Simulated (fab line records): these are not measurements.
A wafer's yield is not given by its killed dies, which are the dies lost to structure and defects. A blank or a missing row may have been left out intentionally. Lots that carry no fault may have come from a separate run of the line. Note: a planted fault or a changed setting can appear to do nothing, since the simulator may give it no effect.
Matching of chambers    flow n5-finfet    4 sister chambers for N5_MOL_CONTACT_COAG_ETCHBACK_135 on rie-diel-06
The step etches SiO2 in CHF3, target depth 25 nm, time 16.7 s. 16 wafers are shown with their chamber, then 8 later ones without.

== WAFERS, EACH WITH ITS CHAMBER ==
wafer   chamber  drypump-motor-current-A (A)  showerhead-plenum-p-Torr (Torr)  rf-vpp-V (V)
L077.1  0        6.2                          2.35                             515
L077.3  1        4.8                          2.35                             509
L077.6  2        5.1                          2.54                             540
L079.1  1        4.8                          2.35                             508
L079.3  0        6.2                          2.35                             513
L079.6  1        4.8                          2.35                             507
L081.2  2        5.1                          2.53                             542
L081.3  3        5.8                          2.40                             548
L081.5  2        5.1                          2.53                             540
L082.1  2        5.1                          2.53                             540
L082.2  3        5.9                          2.40                             549
L082.3  1        4.8                          2.35                             509
L086.1  2        5.1                          2.53                             542
L086.3  3        5.9                          2.40                             548
L086.4  1        4.8                          2.34                             509
L088.1  0        6.2                          2.34                             514

SIGNATURES (averages over the wafers above)
reading                   chamber 0  chamber 1  chamber 2  chamber 3  scatter within a chamber
drypump-motor-current-A   6.200      4.800      5.100      5.867      0.0236
showerhead-plenum-p-Torr  2.3467     2.3480     2.5320     2.4000     0.00435
rf-vpp-V                  514.00     508.40     540.80     548.33     0.943
Rule: a wafer's distance from a chamber is the root of the sum, over the readings, of the square of ((its reading less the chamber's mean) divided by the reading's scatter). The wafer belongs to the nearest chamber; if the next one is less than 2 further off, it can't be placed. The scatter is the square root of a quotient: the sum, over the shown wafers, of each reading's squared deviation from its chamber's mean, divided by wafers minus chambers.

== WAFERS WITH NO CHAMBER GIVEN ==
wafer   drypump-motor-current-A (A)  showerhead-plenum-p-Torr (Torr)  rf-vpp-V (V)
L088.3  5.9                          2.40                             549
L088.5  5.8                          2.39                             550
L094.1  5.9                          2.39                             547
L094.4  5.1                          2.52                             540
L094.6  4.8                          2.34                             506
L096.1  4.8                          2.33                             507
L096.3  5.1                          2.52                             541
L096.4  5.9                          2.39                             548

== CHAMBER TAKEN BY EACH ==
wafer   from the rows above  in truth
L088.3  3                    3
L088.5  3                    3
L094.1  3                    3
L094.4  2                    2
L094.6  1                    1
L096.1  1                    1
L096.3  2                    2
L096.4  3                    3
8 of 8 placed correctly. Left unplaced by these rows: 0. Number placed wrongly: 0.
